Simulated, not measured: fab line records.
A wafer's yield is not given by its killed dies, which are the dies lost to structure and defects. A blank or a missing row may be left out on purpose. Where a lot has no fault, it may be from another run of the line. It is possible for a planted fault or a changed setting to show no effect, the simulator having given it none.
fab line records	flow n5Finfet
record lots=12	wafers=30	lastDay=17
route steps=1938 shown BEOL_M10@1471 PASSIVATION@1936
lots that met no fault: taken from a fault-free run of the same line
startH: hours from the record's first day to the start of the lot's first wafer shown	waitH: hours from the lot's prior step to this one	" identical to the entry in the row above	L1.1+2: a row that stands for several wafers	- value missing, or start not given	* or withheld: withheld	< > ~ a bound
route shown NAME@n: names a module that has steps shown in the file, with the first one's number in the route	usual: the fault-free wafers' mean and standard deviation	same: alike in all rows	chamber/n: place in a boat	sites: the reading at each site	_std_site: their standard deviation	_edge_site: the outer-site mean with the inner-site mean subtracted	radiusMm: for every site, how far away it sits from the centre of the wafer	mask NAME#n: copy n	behind: the tool/chamber that last shaped the wafer	hold: the reason the lot was held/the length of the hold in hours/how it ended	device: transistor that didn't switch, given as n, p or np	end of line: at the end of the route, the tests of the same wafers	a step given without rows: its recipe and nothing more	killed: dies that structure and defects cost at the first sort, which is not the same as the wafer's yield	map: shows each die of a wafer: x if killed, . if not, _ if none is there
set.NAME: the run value of the setting; set.NAME@STEP: its run value at that earlier step	model.NAME: the simulator's own value behind a step, which no gauge read
the route's steps for a sample of lots (tables are steps, rows are wafers)
services: from which hour (startH, from the record's first day; less than 0 if before it) a tool's chamber was out of use, for how many hours, and why
## steps
# step N5_BEOL_M10_CURE_71
# recipe tempC=385	timeS=240	ambient=He/Ar	material=SiCOH_lowk
# usual lampPowerPct=52.31/0.054	wafer_temp_C_max=387.2/0.86
# same timeS=240
lot.wafer	tool	chamber	startH	waitH	lampPowerPct	wafer_temp_C_max
L601.1	uvCure-03	2	211.92	0.1	52.27	389.4
L601.4	"	2	"	"	52.36	388.7
L606.2	uvCure-03	1	231.61	0.1	52.23	388.5
L606.3	"	1	"	"	52.29	389.1
L606.6	"	1	"	"	52.30	388.7
L607.2	uvCure-03	1	240.60	0.1	52.29	389.1
L607.3	"	1	"	"	52.25	388.4
L607.6	"	1	"	"	52.37	388.3
L608.2	uvCure-03	1	241.68	0.1	52.31	387.9
L608.5	"	1	"	"	52.26	388.7
L608.6	"	1	"	"	52.30	388.9
L610.1	uvCure-01	2	257.03	0.1	52.25	387.6
L610.2	"	2	"	"	52.28	386.7
L611.3	uvCure-01	0	274.63	0.2	52.36	387.2
L611.6	"	0	"	"	52.17	386.8
L613.2	uvCure-03	2	294.36	0.2	52.32	387.1
L613.4	"	2	"	"	52.32	387.6
L613.6	"	2	"	"	52.37	388.4
L614.3	uvCure-02	1	294.90	0.3	52.33	386.1
L614.6	"	1	"	"	52.34	386.7
L612.1	uvCure-03	0	296.13	0.0	52.26	386.4
L612.3	"	0	"	"	52.30	386.8
L612.4	"	0	"	"	52.30	386.5
L615.1	uvCure-02	2	309.38	0.0	52.33	387.2
L615.5	"	2	"	"	52.24	387.0
L615.6	"	2	"	"	52.38	386.9
L622.5	uvCure-01	1	347.82	0.7	52.37	387.1
L622.6	"	1	"	"	52.36	387.3
L624.2	uvCure-01	2	361.25	0.3	52.32	386.6
L624.5	"	2	"	"	52.37	386.7
# step N5_BEOL_M10_HM_DEP_02
# recipe material=TiN	targetThkA=200	tempC=25	chamberPressurePa=0.49996
# usual throttleValvePct=29.9/0.91
lot.wafer	tool	chamber	startH	waitH	throttleValvePct
L601.1	pvdSputter-01	-	215.43	2.5	28.4
L601.4	"	-	"	"	30.2
L606.2	pvdSputter-01	-	233.74	1.6	29.8
L606.3	"	-	"	"	27.9
L606.6	"	-	"	"	29.1
L607.2	pvdSputter-01	-	242.32	1.2	29.3
L607.3	"	-	"	"	30.4
L607.6	"	-	"	"	29.2
L608.2	pvdSputter-01	-	242.62	0.5	30.0
L608.5	"	-	"	"	28.2
L608.6	"	-	"	"	30.4
L610.1	pvdSputter-03	-	260.93	3.3	30.3
L610.2	"	-	"	"	31.8
L611.3	pvdSputter-01	-	275.41	0.4	28.0
L611.6	"	-	"	"	28.3
L613.2	pvdSputter-02	-	295.12	0.3	30.1
L613.4	"	-	"	"	29.6
L613.6	"	-	"	"	29.5
L614.3	pvdSputter-02	-	296.26	1.0	30.0
L614.6	"	-	"	"	29.5
L612.1	pvdSputter-01	-	297.05	0.3	30.3
L612.3	"	-	"	"	30.2
L612.4	"	-	"	"	29.2
L615.1	pvdSputter-03	-	311.50	1.5	30.4
L615.5	"	-	"	"	31.5
L615.6	"	-	"	"	29.1
L622.5	pvdSputter-02	-	348.70	0.4	30.3
L622.6	"	-	"	"	30.9
L624.2	pvdSputter-02	-	364.53	2.4	31.0
L624.5	"	-	"	"	30.2
# step N5_BEOL_M10_DESCUM_16
# recipe chemistry=O2	timeS=7.9	sourcePowerW=50	biasPowerW=20	pressureMtorr=20	rfFrequencyHz=2.712e+07	tempC=40	resist=CAR-ArF	o2FlowSccm=225
# usual drypumpMotorCurrentA=5.6/0.44	oesProductAu=0.82/0.082	rfVppV=243.1/1.1	showerheadPlenumPTorr=2.10/0.051	throttleValvePct=20.54/0.2
# same timeS=7.9
lot.wafer	tool	chamber	startH	waitH	drypumpMotorCurrentA	oesProductAu	rfHoursCounterH	rfVppV	showerheadPlenumPTorr	throttleValvePct
L601.1	rieDiel-05	0	216.02	0.0	5.9	0.71	197	241.4	1.99	20.55
L601.4	"	2	"	"	5.3	0.74	-	243.3	2.14	20.74
L606.2	rieDiel-03	3	234.33	0.0	5.5	0.87	47	243.3	2.13	20.44
L606.3	"	1	"	"	6.3	0.81	101	242.5	2.13	20.63
L606.6	"	1	"	"	6.3	0.80	-	243.6	2.13	20.62
L607.2	rieDiel-05	3	243.02	0.3	5.8	0.69	199	242.0	2.09	20.94
L607.3	"	0	"	"	6.0	0.72	208	241.0	1.99	20.58
L607.6	"	0	"	"	6.0	0.71	-	240.6	1.99	20.58
L608.2	rieDiel-03	2	243.30	0.3	5.4	1.02	1	244.5	2.14	20.31
L608.5	"	1	"	"	6.3	0.79	-	243.8	2.13	20.65
L608.6	"	0	"	"	5.8	0.92	-	241.9	2.05	20.23
L610.1	rieDiel-03	0	261.63	0.1	5.8	0.91	23	242.1	2.05	20.24
L610.2	"	3	"	"	5.5	0.86	58	244.7	2.12	20.47
L611.3	rieDiel-05	2	276.01	0.2	5.3	0.73	148	243.4	2.13	20.78
L611.6	"	2	"	"	5.3	0.72	-	243.8	2.13	20.77
L613.2	rieDiel-03	1	295.86	0.2	6.3	0.78	123	243.5	2.12	20.69
L613.4	"	0	"	"	5.8	0.90	35	241.8	2.05	20.27
L613.6	"	3	"	"	5.4	0.84	-	243.9	2.12	20.47
L614.3	rieDiel-04	2	296.88	0.2	5.5	0.84	68	242.0	2.06	20.84
L614.6	"	3	"	"	6.3	0.92	-	244.6	2.16	20.30
L612.1	rieDiel-03	0	297.63	0.0	5.8	0.90	36	244.2	2.04	20.25
L612.3	"	1	"	"	6.3	0.78	124	243.3	2.12	20.67
L612.4	"	2	"	"	5.4	0.95	19	242.9	2.14	20.34
L615.1	rieDiel-03	0	312.09	0.0	5.8	0.88	42	242.2	2.04	20.26
L615.5	"	1	"	"	6.3	0.79	-	243.7	2.12	20.69
L615.6	"	2	"	"	5.3	0.93	-	243.9	2.14	20.35
L622.5	rieDiel-04	3	349.26	0.0	6.3	0.87	-	245.2	2.15	20.34
L622.6	"	0	"	"	4.8	0.78	-	242.0	2.12	20.59
L624.2	rieDiel-03	2	365.13	0.0	5.4	0.89	45	243.8	2.13	20.38
L624.5	"	1	"	"	6.3	0.76	-	241.5	2.11	20.71
# step N5_BEOL_M10_ETCH_61
# recipe chemistry=CF4	target=SiARC	targetDepthA=390	maskMaterial=CAR-ArF	timeS=65	ionEnergyEv=80	pressureMtorr=40	sourceW=545	biasW=36	Ar_flow_sccm=100	cf4FlowSccm=100	ends=cleared
# usual drypumpMotorCurrentA=5.6/0.44	etchRfOnTimeS=64.8/2.3	oesProductAu=0.70/0.074	rfVppV=184.1/1.1	showerheadPlenumPTorr=2.14/0.044	throttleValvePct=15.60/0.16
lot.wafer	tool	chamber	startH	waitH	drypumpMotorCurrentA	etchRfOnTimeS	oesProductAu	rfHoursCounterH	rfVppV	showerheadPlenumPTorr	throttleValvePct
L601.1	rieDiel-05	0	216.05	0.0	6.0	67.0	0.59	197	184.4	2.04	15.73
L601.4	"	2	"	"	5.3	68.3	0.62	-	184.7	2.13	15.49
L606.2	rieDiel-03	3	234.36	0.0	5.5	62.0	0.76	47	185.2	2.18	15.54
L606.3	"	1	"	"	6.3	67.2	0.68	101	184.8	2.15	15.59
L606.6	"	1	"	"	6.3	67.4	0.67	-	183.9	2.15	15.61
L607.2	rieDiel-05	3	243.06	0.0	5.8	66.4	0.59	199	184.4	2.13	16.04
L607.3	"	0	"	"	6.0	67.3	0.58	208	182.2	2.03	15.75
L607.6	"	0	"	"	6.0	67.1	0.58	-	182.8	2.03	15.74
L608.2	rieDiel-03	2	243.34	0.0	5.3	62.1	0.88	1	185.3	2.18	15.45
L608.5	"	1	"	"	6.3	67.6	0.67	-	183.8	2.15	15.60
L608.6	"	0	"	"	5.8	66.4	0.78	-	182.2	2.12	15.46
L610.1	rieDiel-03	0	261.66	0.0	5.8	67.0	0.77	23	183.0	2.12	15.47
L610.2	"	3	"	"	5.5	61.2	0.75	58	184.8	2.17	15.55
L611.3	rieDiel-05	2	276.04	0.0	5.3	68.6	0.62	148	183.3	2.13	15.55
L611.6	"	2	"	"	5.3	68.6	0.61	-	183.6	2.13	15.56
L613.2	rieDiel-03	1	295.89	0.0	6.3	46.5	0.82	123	184.7	2.14	15.63
L613.4	"	0	"	"	5.8	46.1	0.93	35	184.2	2.12	15.51
L613.6	"	3	"	"	5.5	42.7	0.92	-	183.8	2.17	15.60
L614.3	rieDiel-04	2	296.91	0.0	5.5	63.3	0.72	68	182.0	2.06	15.59
L614.6	"	3	"	"	6.3	64.0	0.79	-	186.2	2.18	15.24
L612.1	rieDiel-03	0	297.67	0.0	5.8	45.0	0.95	36	182.1	2.11	15.49
L612.3	"	1	"	"	6.3	45.7	0.83	124	184.6	2.14	15.63
L612.4	"	2	"	"	5.4	42.4	1.03	19	185.1	2.18	15.49
L615.1	rieDiel-03	0	312.13	0.0	5.8	45.6	0.93	42	183.7	2.11	15.52
L615.5	"	1	"	"	6.4	45.1	0.83	-	184.4	2.14	15.65
L615.6	"	2	"	"	5.4	42.1	1.02	-	183.6	2.18	15.49
L622.5	rieDiel-04	3	349.30	0.0	6.3	63.3	0.77	-	183.1	2.17	15.26
L622.6	"	0	"	"	4.8	63.2	0.67	-	184.9	2.15	15.57
L624.2	rieDiel-03	2	365.16	0.0	5.4	61.6	0.78	45	183.7	2.17	15.54
L624.5	"	1	"	"	6.4	65.9	0.65	-	185.8	2.13	15.69
# step N5_PASSIVATION_PROBE_49
# usual defectLimitedYield=91.3/1.5	killed_at_M0_to_M3=33/12	killed_at_M4_up=15/5.2	killedAtContacts=12/5.1	killedAtFrontEnd=39/11	killedAtOther=5/3.6	killedDies=103/18	killedOpen=67/13	killedShort=33/7.8	sort_bin_5_function=5.1/0.96	sort_bin_6_memory=3.2/0.71	sort_bin_8_speed=0.01/0.063	sortNPass=1077/18	sortYieldPct=91.3/1.5
# same grossDies=1180	killedAtBackSide=0	sort_bin_4_leakage[%]=0
lot.wafer	tool	chamber	startH	waitH	defectLimitedYield[%]	killed_at_M0_to_M3	killed_at_M4_up	killedAtContacts	killedAtFrontEnd	killedAtOther	killedDies	killedOpen	killedShort	sort_bin_5_function[%]	sort_bin_6_memory[%]	sort_bin_8_speed[%]	sortNPass	sortYieldPct[%]
L601.1	prober-02	-	261.21	0.0	91.9	32	16	17	31	0	96	64	32	4.6	3.3	0	1084	91.9
L601.4	prober-02	-	261.36	0.2	88.2	47	10	14	63	5	139	84	47	6.9	3.8	0	1041	88.2
L607.2	prober-02	-	297.90	0.1	92.3	18	14	11	37	11	91	68	22	5.2	2.5	0	1089	92.3
L607.3	prober-02	-	297.95	0.1	89.3	49	21	19	31	6	126	97	29	6.7	3.6	0	1054	89.3
L607.6	prober-02	-	298.10	0.3	91.8	19	15	18	28	17	97	57	40	4.8	3.1	0	1083	91.8
L610.1	prober-01	-	313.76	0.0	91.0	23	7	12	60	4	106	79	26	5.6	3.3	0	1074	91.0
L610.2	prober-01	-	313.81	0.1	90.9	21	9	17	58	2	107	64	36	4.7	3.6	0	1073	90.9
L611.3	prober-02	-	328.00	0.1	92.8	36	23	3	16	7	85	45	35	4.9	2.0	0	1095	92.8
L611.6	prober-02	-	328.15	0.3	91.3	35	16	6	43	3	103	63	40	5.5	3.2	0	1077	91.3
L612.1	prober-02	-	348.45	0.0	91.9	33	15	15	31	2	96	57	39	5.0	2.7	0	1084	91.9
L612.4	prober-02	-	348.60	0.2	91.9	34	6	28	22	5	95	56	38	4.5	3.2	0	1085	91.9
L613.2	prober-01	-	348.63	0.1	92.6	22	20	5	35	5	87	53	25	4.3	2.1	0	1093	92.6
L613.4	prober-01	-	348.73	0.2	91.6	24	19	13	41	2	99	49	42	4.5	3.1	0	1081	91.6
L613.6	prober-01	-	348.83	0.3	93.1	21	13	6	35	6	81	41	28	2.9	2.5	0	1099	93.1
L614.3	prober-02	-	348.89	0.1	91.1	22	23	7	43	10	105	67	38	5.3	3.2	0.08	1074	91.0
L614.6	prober-02	-	349.04	0.3	90.8	24	16	10	57	2	109	66	38	5.4	3.0	0	1071	90.8
L615.1	prober-02	-	364.51	0.0	91.0	19	9	9	69	0	106	62	33	4.7	3.1	0	1074	91.0
L615.5	prober-02	-	364.71	0.2	89.6	32	8	13	66	4	123	74	41	6.2	3.1	0	1057	89.6
L615.6	prober-02	-	364.76	0.3	88.2	38	19	9	73	0	139	100	38	7.0	4.5	0	1041	88.2
L624.2	prober-02	-	415.98	0.1	92.0	26	13	17	31	7	94	63	30	4.3	3.4	0	1086	92.0
L624.5	prober-02	-	416.13	0.2	88.8	53	14	18	46	1	132	97	34	6.9	3.8	0	1048	88.8
# killed by level:class
L601.1 MOL_CONTACT_COAG:geometricParticle:open=14 BEOL_M2:geometricParticle:open=9 BEOL_M3:geometricParticle:open=8 FIN_SAQP:geometricParticle:open=6 DUMMY_GATE:geometricParticle:open=6 FIN_SAQP:geometricParticle:short=5 BEOL_M0_SAQP:geometricParticle:short=4 BEOL_M5:geometricParticle:open=4
L601.4 STI_FIN_REVEAL:geometricParticle:open=14 MOL_CONTACT_COAG:geometricParticle:open=11 BEOL_M2:geometricParticle:open=10 BEOL_M0_SAQP:geometricParticle:short=9 HKMG_FIN:areaEtch=8 DUMMY_GATE:geometricParticle:open=7 BEOL_M3:geometricParticle:open=7 BEOL_M3:geometricParticle:short=7
L607.2 MOL_CONTACT_COAG:geometricParticle:open=11 STI_FIN_REVEAL:geometricParticle:open=10 BEOL_M4:geometricParticle:open=6 BEOL_M5:geometricParticle:open=5 STARTING-WAFER:geometricParticle:open=5 BEOL_M1:geometricParticle:open=4 ILD0:geometricParticle:open=4 GATE_CUT:geometricParticle:short=4
L607.3 MOL_CONTACT_COAG:geometricParticle:open=17 BEOL_M1:geometricParticle:open=17 BEOL_M4:geometricParticle:open=13 BEOL_M3:geometricParticle:open=10 GATE_CUT:geometricParticle:short=7 FIN_SAQP:geometricParticle:open=6 GATE_CUT:geometricParticle:open=6 BEOL_M2:geometricParticle:open=6
L607.6 MOL_CONTACT_COAG:geometricParticle:open=10 MOL_CONTACT_COAG:geometricParticle:short=8 BEOL_M4:geometricParticle:open=7 FIN_SAQP:geometricParticle:open=6 BEOL_M3:geometricParticle:open=6 PASS1_CAP:geometricParticle:open=5 FIN_SAQP:geometricParticle:short=4 BEOL_M0_SAQP:geometricParticle:short=4
L610.1 STI_FIN_REVEAL:geometricParticle:open=27 FIN_SAQP:geometricParticle:open=11 MOL_CONTACT_COAG:geometricParticle:open=10 FIN_SAQP:geometricParticle:short=6 BEOL_M2:geometricParticle:open=5 STI_FIN_REVEAL:geometricParticle:short=4 BEOL_M0_SAQP:geometricParticle:open=4 BEOL_M1:geometricParticle:open=4
L610.2 FIN_SAQP:geometricParticle:open=13 MOL_CONTACT_COAG:geometricParticle:open=10 STI_FIN_REVEAL:geometricParticle:open=8 FIN_SAQP:geometricParticle:short=7 MOL_CONTACT_COAG:geometricParticle:short=7 HKMG_FIN:areaEtch=7 BEOL_M3:geometricParticle:open=6 STARTING-WAFER:geometricParticle:open=6
L611.3 BEOL_M0_SAQP:geometricParticle:short=14 BEOL_M0_SAQP:geometricParticle:open=8 BEOL_M2:geometricParticle:open=7 BEOL_M4:geometricParticle:open=6 BEOL_M5:geometricParticle:short=4 PAD_METAL:geometricParticle:open=4 STARTING-WAFER:geometricParticle:short=4 MOL_CONTACT_COAG:geometricParticle:open=3
L611.6 BEOL_M0_SAQP:geometricParticle:short=11 DUMMY_GATE:geometricParticle:open=10 BEOL_M4:geometricParticle:open=9 STI_FIN_REVEAL:geometricParticle:open=7 MOL_CONTACT_COAG:geometricParticle:open=6 BEOL_M1:geometricParticle:open=6 BEOL_M2:geometricParticle:open=6 FIN_SAQP:geometricParticle:open=5
L612.1 MOL_CONTACT_COAG:geometricParticle:open=10 FIN_SAQP:geometricParticle:short=9 BEOL_M1:geometricParticle:open=7 BEOL_M2:geometricParticle:open=7 STI_FIN_REVEAL:geometricParticle:open=6 MOL_CONTACT_COAG:geometricParticle:short=5 BEOL_M5:geometricParticle:open=5 FIN_SAQP:geometricParticle:open=4
L612.4 MOL_CONTACT_COAG:geometricParticle:open=17 MOL_CONTACT_COAG:geometricParticle:short=11 BEOL_M1:geometricParticle:open=8 GATE_CUT:geometricParticle:open=7 BEOL_M0_SAQP:geometricParticle:short=6 BEOL_M2:geometricParticle:open=5 BEOL_M3:geometricParticle:open=4 STARTING-WAFER:geometricParticle:short=4
L613.2 BEOL_M4:geometricParticle:open=11 BEOL_M0_SAQP:geometricParticle:open=10 BEOL_M0_SAQP:geometricParticle:short=8 HKMG_FIN:areaEtch=8 STI_FIN_REVEAL:geometricParticle:open=7 FIN_SAQP:geometricParticle:open=6 FIN_SAQP:geometricParticle:short=4 MOL_CONTACT_COAG:geometricParticle:open=4
L613.4 FIN_SAQP:geometricParticle:short=13 FIN_SAQP:geometricParticle:open=10 BEOL_M4:geometricParticle:open=8 MOL_CONTACT_COAG:geometricParticle:open=7 HKMG_FIN:areaEtch=7 MOL_CONTACT_COAG:geometricParticle:short=6 BEOL_M0_SAQP:geometricParticle:short=6 BEOL_M2:geometricParticle:open=6
L613.6 HKMG_FIN:areaEtch=12 BEOL_M4:geometricParticle:open=7 BEOL_M0_SAQP:geometricParticle:short=6 BEOL_M2:geometricParticle:open=5 FIN_SAQP:geometricParticle:open=4 MOL_CONTACT_COAG:geometricParticle:open=4 BEOL_M0_SAQP:geometricParticle:open=4 STARTING-WAFER:geometricParticle:open=4
L614.3 FIN_SAQP:geometricParticle:short=12 FIN_SAQP:geometricParticle:open=11 STI_FIN_REVEAL:geometricParticle:open=10 BEOL_M0_SAQP:geometricParticle:open=10 BEOL_M4:geometricParticle:open=10 MOL_CONTACT_COAG:geometricParticle:open=6 BEOL_M4:geometricParticle:short=6 MIM_TOP:geometricParticle:open=5
L614.6 STI_FIN_REVEAL:geometricParticle:open=17 GATE_CUT:geometricParticle:short=10 MOL_CONTACT_COAG:geometricParticle:open=10 FIN_SAQP:geometricParticle:short=9 FIN_SAQP:geometricParticle:open=7 BEOL_M0_SAQP:geometricParticle:open=7 BEOL_M0_SAQP:geometricParticle:short=7 BEOL_M4:geometricParticle:open=7
L615.1 FIN_SAQP:geometricParticle:short=17 STI_FIN_REVEAL:geometricParticle:open=17 HKMG_FIN:areaEtch=11 BEOL_M3:geometricParticle:open=10 MOL_CONTACT_COAG:geometricParticle:open=7 DUMMY_GATE:geometricParticle:open=5 BEOL_M4:geometricParticle:open=5 FIN_SAQP:geometricParticle:open=4
L615.5 FIN_SAQP:geometricParticle:open=18 STI_FIN_REVEAL:geometricParticle:open=14 FIN_SAQP:geometricParticle:short=13 MOL_CONTACT_COAG:geometricParticle:open=12 BEOL_M0_SAQP:geometricParticle:short=9 BEOL_M3:geometricParticle:open=9 HKMG_FIN:areaEtch=8 BEOL_M0_SAQP:geometricParticle:open=7
L615.6 STI_FIN_REVEAL:geometricParticle:open=24 BEOL_M3:geometricParticle:open=16 BEOL_M4:geometricParticle:open=12 FIN_SAQP:geometricParticle:short=9 FIN_SAQP:geometricParticle:open=9 STI_FIN_REVEAL:geometricParticle:short=8 MOL_CONTACT_COAG:geometricParticle:open=8 BEOL_M0_SAQP:geometricParticle:open=8
L624.2 MOL_CONTACT_COAG:geometricParticle:open=15 FIN_SAQP:geometricParticle:short=9 FIN_SAQP:geometricParticle:open=8 STARTING-WAFER:geometricParticle:short=5 BEOL_M0_SAQP:geometricParticle:open=5 BEOL_M3:geometricParticle:open=5 BEOL_M0_SAQP:geometricParticle:short=4 BEOL_M1:geometricParticle:open=4
L624.5 BEOL_M0_SAQP:geometricParticle:open=21 FIN_SAQP:geometricParticle:open=18 MOL_CONTACT_COAG:geometricParticle:open=16 BEOL_M3:geometricParticle:open=12 BEOL_M0_SAQP:geometricParticle:short=8 FIN_SAQP:geometricParticle:short=6 STI_FIN_REVEAL:geometricParticle:open=6 DUMMY_GATE:geometricParticle:open=4
## services
tool	chamber	startH	hours	kind
rieDiel-04	2	205.62	6.8	repair
uvCure-02	-	220.88	7.5	pm
uvCure-03	-	221.77	2.8	pm
rieDiel-03	2	222.26	-	clean
rieDiel-03	2	222.26	-	consumableReplace:focusRing
rieDiel-03	2	222.26	19.4	scheduledDown
rieDiel-03	2	222.26	19.4	ventCycle
uvCure-03	-	225.99	0.6	repair
uvCure-02	-	228.57	1.0	pm
uvCure-03	-	242.40	13.2	repair
rieDiel-05	3	257.16	2.8	repair
uvCure-01	-	270.59	1.0	pm
rieDiel-04	2	277.62	3.7	repair
uvCure-01	-	282.47	1.0	repair
pvdSputter-01	-	301.73	2.1	repair
pvdSputter-01	-	310.66	1.0	repair
rieDiel-05	-	312.87	0.5	repair
rieDiel-05	-	314.04	0.3	repair
pvdSputter-01	-	328.15	1.8	repair
rieDiel-03	3	328.53	19.9	repair
rieDiel-05	1	338.88	7.3	repair
uvCure-02	-	342.30	1.1	repair
uvCure-02	-	346.20	2.1	pm
rieDiel-05	2	346.91	6.7	repair
## key
firstSign step=N5_BEOL_M10_ETCH_61	reading=etchRfOnTimeS	direction=down	sigmas=8.7	usual=*	struck=*
effect step=N5_BEOL_M10_ETCH_61	reading=oesProductAu	direction=up	sigmas=2.9	usual=0.70	struck=0.92
metAt N5_BEOL_M10_ETCH_61
struckLots L612,L613,L615
baselineLoss step=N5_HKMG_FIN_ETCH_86	wafers=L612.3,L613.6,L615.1
notActingAt N5_BEOL_M10_CURE_71,N5_BEOL_M10_HM_DEP_02,N5_BEOL_M10_DESCUM_16
onsetBetween 261.66 295.89
fault kind=processParameterDrift	tool=rieDiel-03	chamber=-	onsetH=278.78	steps=N5_BEOL_M10_ETCH_61	channel=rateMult	offset=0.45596	shape=step	endH=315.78
# baselineLoss: these wafers lose ten dies or more at that step, a loss of the line's own and not of a fault; the sort's usual values leave them out
